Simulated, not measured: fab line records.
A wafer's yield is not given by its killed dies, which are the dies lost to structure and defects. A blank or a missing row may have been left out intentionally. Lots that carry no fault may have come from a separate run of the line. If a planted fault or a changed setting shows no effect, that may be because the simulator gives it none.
Chamber matching ; flow nand_harc ; NHARC_A_M0_CMP_23 on cmp-01 has 4 sister chambers
The step polishes, t overpolish 20 s, target thk 113.75 nm. 8 wafers are shown with their chamber, then 11 later ones without.

WAFERS PAIRED WITH THEIR CHAMBERS
wafer;chamber;motor_current_A (A);time_to_endpoint_s (s)
L079.4;0;10.5;19
L081.1;1;13.0;30
L081.4;2;12.0;29
L081.5;1;13.0;32
L084.1;2;13.0;31
L084.4;3;13.2;27
L084.5;0;10.5;25
L087.2;3;13.3;29

WAFERS WHOSE CHAMBER IS MISSING
wafer;motor_current_A (A);time_to_endpoint_s (s)
L087.5;10.4;25
L087.6;13.0;34
L090.1;14.0;28
L090.2;10.6;27
L090.5;13.0;26
L093.3;13.0;29
L093.5;12.7;29
L093.6;12.9;33
L094.2;13.6;27
L094.3;14.5;33
L094.4;10.5;25

WHICH CHAMBER EACH WENT THROUGH
wafer;from the rows above;in truth
L087.5;0;0
L087.6;can't be placed: 1 or 2 or 3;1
L090.1;can't be placed: 3 or 1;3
L090.2;0;0
L090.5;can't be placed: 3 or 1 or 2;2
L093.3;can't be placed: 3 or 1 or 2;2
L093.5;can't be placed: 2 or 1 or 3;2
L093.6;can't be placed: 1 or 2 or 3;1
L094.2;can't be placed: 3 or 1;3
L094.3;can't be placed: 3 or 1 or 2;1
L094.4;0;0
3 of 11 placed correctly. These rows do not allow placing 8 (true chamber among the candidates in 8). Wrongly placed: 0.
How it was worked out, from the rows above alone: a wafer's distance from a chamber is the root of the sum, over the readings, of the square of ((its reading less the chamber's mean) divided by the reading's scatter). If the next closest chamber is less than 2 further off than the closest, the wafer can't be placed; otherwise it belongs to the closest. A chamber's mean is the mean of its shown wafers. How the scatter is found: for the shown wafers, subtract from each reading the mean of its chamber, square and add these, divide the total by (wafers less chambers), then take the root.
